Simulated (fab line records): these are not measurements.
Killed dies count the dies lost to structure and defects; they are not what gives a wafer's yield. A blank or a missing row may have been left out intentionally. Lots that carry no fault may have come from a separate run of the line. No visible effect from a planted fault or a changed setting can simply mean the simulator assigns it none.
fab line records	flow nandHarc
record: lots: 6	wafers: 18	lastDay: 32
route steps=1302 shown A_M1@1200 A_BONDPAD@1202
lots that met no fault: from a run of the same line without faults
startH: start of the lot's first displayed wafer, in hours after the record's first day	waitH: hours since the lot's step before	" as in the row above	L1.1+2: a single row standing in for several wafers	- value missing, or start not given	* or withheld: withheld	< > ~ a bound
route shown NAME@n: NAME is a module with steps in the file, n the number in the route of the first one	usual: mean/standard deviation taken from wafers without a fault	same: alike in all rows	chamber/n: place in a boat	sites: the reading at each site	_std_site: the values' standard deviation	_edge_site: mean of outer sites minus mean of inner sites	radiusMm: how far each site lies from the wafer's centre	mask NAME#n: copy n	behind: tool/chamber where the wafer was last shaped	hold: what put the lot on hold/how long, in hours/how the hold closed	device: whichever transistor did not switch (one of n, p or np)	end of line: the route-end tests of the same wafers	a step with no rows: only its recipe	killed: dies that structure and defects cost at the first sort, which is not the same as the wafer's yield	map: a wafer's dies, marking killed ones x, the rest . and places with no die _
set.NAME: the setting as run; set.NAME@STEP: as run at that earlier step	model.NAME: the simulator's own value behind a step, which no gauge read
lots at some steps of the route; a table a step, a row a wafer
services: a tool's chamber out of use, with start hour (startH, from the record's first day; less than 0 if before it), hours out, and reason
== steps ==
step: NHARC_A_M1_PRE_CLEAN_32
recipe: timeS: 12	tempC: 370	rfPowerW: 300	gas: NH3
usual: heaterPowerW: 640/85
lot.wafer	tool	chamber	startH	waitH	heaterPowerW
L984.3	pecvd-01	1	601.37	0.1	778
L984.6	"	0	"	"	793
L984.5	"	1	"	"	788
L987.3	pecvd-02	1	625.03	0.1	640
L987.6	"	1	"	"	641
L987.5	"	2	"	"	739
L988.2	pecvd-03	2	648.27	0.1	717
L988.3	"	0	"	"	606
L988.5	"	0	"	"	611
L993.1	pecvd-02	2	679.24	0.1	736
L993.3	"	1	"	"	589
L993.6	"	2	"	"	764
L996.3	pecvd-01	2	702.14	0.1	550
L996.2	"	0	"	"	701
L996.5	"	2	"	"	571
L995.5	pecvd-03	1	722.28	0.1	543
L995.4	"	2	"	"	644
L995.6	"	0	"	"	611
step: NHARC_A_M1_DEP_33
recipe: targetThkA: 300	tempC: 370	targetThkNm: 30	pressureTorr: 3	flowSccm: 200	rfW: 450	material: SiCN
usual: heaterPowerW: 571/88
lot.wafer	tool	chamber	startH	waitH	heaterPowerW
L984.3	pecvd-01	1	601.47	0.1	669
L984.6	"	0	"	"	725
L984.5	"	1	"	"	656
L987.3	pecvd-02	1	625.14	0.1	566
L987.6	"	1	"	"	571
L987.5	"	2	"	"	623
L988.2	pecvd-03	2	648.38	0.1	562
L988.3	"	0	"	"	525
L988.5	"	0	"	"	529
L993.1	pecvd-02	2	679.31	0.1	601
L993.3	"	1	"	"	525
L993.6	"	2	"	"	610
L996.3	pecvd-01	2	702.22	0.1	432
L996.2	"	0	"	"	683
L996.5	"	2	"	"	451
L995.5	pecvd-03	1	722.45	0.2	458
L995.4	"	2	"	"	547
L995.6	"	0	"	"	505
step: NHARC_A_BONDPAD_DEP_00
recipe: targetThkA: 2500	tempC: 370	targetThkNm: 250	pressureTorr: 3	flowSccm: 200	rfW: 450	material: SiCN
usual: heaterPowerW: 594/88
lot.wafer	tool	chamber	startH	waitH	heaterPowerW
L984.3	pecvd-01	0	-	-	737
L984.5	"	1	"	"	769
L984.6	"	0	"	"	609
L987.3	pecvd-01	0	625.74	-	642
L987.6	"	2	"	"	490
L987.5	"	0	"	"	680
L988.3	pecvd-02	1	648.89	-	607
L988.2	"	2	"	"	586
L988.5	"	1	"	"	604
L993.3	pecvd-02	2	-	-	677
L993.1	"	0	"	"	517
L993.6	"	2	"	"	702
L996.3	pecvd-04	1	702.78	-	596
L996.2	"	0	"	"	514
L996.5	"	2	"	"	489
L995.5	pecvd-02	0	723.01	-	498
L995.4	"	1	"	"	518
L995.6	"	2	"	"	653
step: NHARC_A_BONDPAD_CMP_29
recipe: targetThkNm: 200	material: SiCN
usual: motorCurrentA: 11.5/0.83
lot.wafer	tool	chamber	startH	waitH	motorCurrentA
L984.3	cmp-03	3	602.45	-	10.3
L984.5	"	1	"	"	11.0
L984.6	"	2	"	"	12.4
L987.3	cmp-03	1	626.11	-	10.7
L987.5	"	3	"	"	10.6
L987.6	"	0	"	"	11.6
L988.3	cmp-03	1	649.29	-	11.1
L988.2	"	2	"	"	12.0
L988.5	"	1	"	"	10.9
L993.3	cmp-02	1	680.27	-	10.8
L993.1	"	3	"	"	11.2
L993.6	"	2	"	"	11.0
L996.2	cmp-02	3	703.24	-	11.4
L996.3	"	0	"	"	11.9
L996.5	"	2	"	"	11.0
L995.4	cmp-04	0	723.36	-	12.2
L995.6	"	1	"	"	13.1
L995.5	"	2	"	"	12.0
step: NHARC_A_BONDPAD_THK_MEAS_30
recipe: thkMeasGauge: ellipsometry
usual: thkNm: 200.2/1.7
lot.wafer	tool	chamber	startH	waitH	thkNm
L984.3	filmMetro-01	-	602.65	0.2	202.8
L984.5	"	-	"	"	200.9
L984.6	"	-	"	"	198.3
L987.3	filmMetro-01	-	626.31	0.2	198.4
L987.5	"	-	"	"	201.4
L987.6	"	-	"	"	200.2
L988.2	filmMetro-02	-	649.55	0.2	200.7
L988.3	"	-	"	"	202.8
L988.5	"	-	"	"	202.1
L993.1	filmMetro-02	-	680.52	0.2	200.3
L993.3	"	-	"	"	200.5
L993.6	"	-	"	"	199.2
L996.2	filmMetro-02	-	703.44	0.2	201.4
L996.3	"	-	"	"	200.8
L996.5	"	-	"	"	201.9
L995.4	filmMetro-01	-	723.53	0.2	200.7
L995.5	"	-	"	"	200.0
L995.6	"	-	"	"	199.4
step: NHARC_A_BONDPAD_SRD_31
step: NHARC_A_BONDPAD_DEHYDRATE_01
recipe: tempC: 150	timeS: 120
step: NHARC_A_BONDPAD_HMDS_02
recipe: timeS: 30
step: NHARC_A_BONDPAD_COAT_33
recipe: tempC: 200	timeS: 65
step: NHARC_A_BONDPAD_COAT_03
recipe: spinRpm: 2000	resistThkNm: 600
step: NHARC_A_BONDPAD_SOFTBAKE_04
recipe: tempC: 125	timeS: 70
step: NHARC_A_BONDPAD_EBR_05
step: NHARC_A_BONDPAD_EXPOSE_06
recipe: na: 0.55	doseMj: 36.99	maskId: A_BPAD
usual: exposureDoseMJCm2: 36.99/0.039	focusOffsetNm: 0.0/0.56
lot.wafer	tool	chamber	startH	waitH	mask	exposureDoseMJCm2	focusOffsetNm
L984.3	krfScanner-03	0	603.07	-	A_BPAD#0	36.99	0.4
L984.5	"	0	"	"	A_BPAD#0	36.96	-0.3
L984.6	"	0	"	"	A_BPAD#0	36.95	-0.3
L987.3	krfScanner-04	-	626.73	-	A_BPAD#0	-	-
L987.5	"	-	"	"	A_BPAD#0	-	-
L987.6	"	-	"	"	A_BPAD#0	-	-
L988.2	krfScanner-04	-	649.84	-	A_BPAD#0	-	-
L988.3	"	-	"	"	A_BPAD#0	-	-
L988.5	"	-	"	"	A_BPAD#0	-	-
L993.1	krfScanner-04	0	680.93	-	A_BPAD#0	37.03	-0.4
L993.3	"	0	"	"	A_BPAD#0	37.03	0.9
L993.6	"	0	"	"	A_BPAD#0	37.03	0.8
L996.2	krfScanner-01	0	703.86	-	A_BPAD#0	36.93	-0.9
L996.3	"	0	"	"	A_BPAD#0	36.98	-1.7
L996.5	"	0	"	"	A_BPAD#0	36.95	-0.8
L995.4	krfScanner-01	0	723.84	-	A_BPAD#0	37.01	0.1
L995.5	"	0	"	"	A_BPAD#0	36.98	-0.2
L995.6	"	0	"	"	A_BPAD#0	36.99	0.7
step: NHARC_A_BONDPAD_PEB_07
recipe: pebTempC: 128	pebTimeS: 80
== services ==
tool	chamber	startH	hours	kind
krfScanner-04	-	581.89	9.0	repair
pecvd-02	-	589.55	13.0	pm
pecvd-02	0	589.55	13.0	ventCycle
cmp-04	-	601.17	4.0	pm
krfScanner-04	-	616.92	0.3	repair
cmp-02	-	619.45	0.8	repair
cmp-02	-	624.51	4.0	pm
pecvd-01	-	624.61	0.8	repair
krfScanner-03	-	626.42	2.7	repair
pecvd-04	-	631.26	13.0	pm
cmp-03	-	652.15	4.0	pm
pecvd-03	-	656.17	0.4	repair
krfScanner-01	-	656.21	4.0	pm
pecvd-04	-	659.93	0.5	repair
pecvd-01	-	673.27	13.0	pm
krfScanner-03	-	680.03	1.5	repair
cmp-02	-	683.48	0.8	repair
cmp-04	-	686.19	0.9	repair
krfScanner-01	-	697.19	2.3	repair
krfScanner-04	-	698.00	4.0	pm
cmp-04	-	699.17	4.0	pm
cmp-03	-	701.97	0.3	repair
cmp-03	-	711.76	0.9	repair
cmp-02	-	722.51	4.0	pm
== key ==
firstSign: step: NHARC_A_BONDPAD_EXPOSE_06	reading: toolRecord	direction: missing
effect none on later readings
metAt NHARC_A_BONDPAD_EXPOSE_06
struckWafers L987.3,L987.5,L987.6,L988.2,L988.3,L988.5
laterRowsLeftOut L987.3,L987.5,L987.6,L988.2,L988.3,L988.5
sortLeftOut L987.3,L987.5,L987.6,L988.2,L988.3,L988.5
fault: kind: skippedStepWhole	tool: krfScanner-04	chamber: -	onsetH: 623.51	steps: NHARC_A_BONDPAD_EXPOSE_06	scope: struckLotsOnly
sortLeftOut: the simulated sort isn't trusted on such a fault, so these wafers' sort isn't shown, and their yield isn't known
laterRowsLeftOut: the simulator's readings of these wafers behind a module that went badly wrong aren't trusted and aren't shown, but for the sort
